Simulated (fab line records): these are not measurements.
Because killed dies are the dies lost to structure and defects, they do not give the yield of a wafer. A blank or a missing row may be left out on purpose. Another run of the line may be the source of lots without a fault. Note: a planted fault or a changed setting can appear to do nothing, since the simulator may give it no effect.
Lot-split experiment ; flow n5Finfet ; 7 lots, 21 wafers read, on a route of 1938 steps

THE SPLIT
At N5_BEOL_M8_ETCH_61 (etches SiARC in CF4, target depth 45.5 nm, time 75.8 s), the setting biasW was moved away from the recipe's 36 W on 5 of the 21 wafers read, by -15.1% to +15.1%. The other wafers ran this setting at the recipe's value.

The split's own step is where the reading is taken.

THE READING
rfVppV, in V, at N5_BEOL_M8_ETCH_61 (etches SiARC in CF4, target depth 45.5 nm, time 75.8 s). On this fab line, fault-free wafers typically give 184.3 V with a standard deviation of 1.2 V.

wafer;tool, chamber at the split;biasW as run, W;against the recipe;rfVppV, V;against lot-mates on the recipe
L078.3;rieDiel-05, 2;36;recipe;184.1;-
L078.4;rieDiel-05, 0;36;recipe;185.8;-
L078.6;rieDiel-05, 1;36;recipe;185.3;-
L080.1;rieDiel-03, 1;36;recipe;182.5;-
L080.2;rieDiel-03, 2;41.45;+15.1%;203.7;+20.5
L080.6;rieDiel-03, 3;36;recipe;183.9;-
L082.1;rieDiel-03, 3;36;recipe;183.9;-
L082.3;rieDiel-03, 1;36;recipe;182.8;-
L082.6;rieDiel-03, 0;36;recipe;183.6;-
L084.2;rieDiel-05, 1;40.33;+12.0%;199.0;+15.1
L084.3;rieDiel-05, 2;36;recipe;183.9;-
L084.4;rieDiel-05, 1;36;recipe;183.8;-
L087.2;rieDiel-04, 3;34.09;-5.3%;176.8;-7.7
L087.3;rieDiel-04, 0;36;recipe;184.5;-
L087.6;rieDiel-04, 3;34.09;-5.3%;176.6;-7.9
L093.1;rieDiel-05, 2;36;recipe;184.6;-
L093.3;rieDiel-05, 1;36;recipe;185.6;-
L093.6;rieDiel-05, 2;30.57;-15.1%;166.2;-18.9
L094.2;rieDiel-03, 2;36;recipe;186.0;-
L094.3;rieDiel-03, 1;36;recipe;181.3;-
L094.5;rieDiel-03, 0;36;recipe;185.3;-

FIT RESULTS
A straight line over all 21 wafers: rfVppV changes by +1.25 V for each +1% of biasW; r = +0.99; the points scatter about the line by 1.2 V.
The same after taking each lot's own level away (the mean of its wafers on the recipe; 21 wafers): +1.31 V for each +1%; r = +0.99; scatter 1 V.
Per that fit: largest biasW move, reading shift of 20 V.
Across the lots, their own levels run from 183.20 to 185.10 V, a range of 1.6 times the standard deviation given above.
Hence the lot-to-lot level has little effect on the slope; both slopes agree.
Check: +19.3 V against its lot-mates is what the line predicts for one of the wafers moved furthest among these (+15.1%) when that wafer is left out of the fit. It came out at +20.5 V against them.
Tool readings at the split's step, against how far the setting was moved: rfVppV r = +0.99.

FURTHER SPLITS ON THESE WAFERS
These wafers also went through other splits before the reading. Each is held against what the fit with the lots' levels taken away leaves over:
other split on the same wafers;wafers away from the commonest value;r with rfVppV (lot level and that fit taken away)
N5_BEOL_M4_DEP_57 timeS;7;+0.20
N5_BEOL_M5_COAT_65 spinRpm;2;+0.28
N5_BEOL_M5_COAT_74 spinRpm;5;-0.22

FILE'S OWN FIT
rfVppV changes by +1.3 V for each +1% of biasW, r = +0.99.
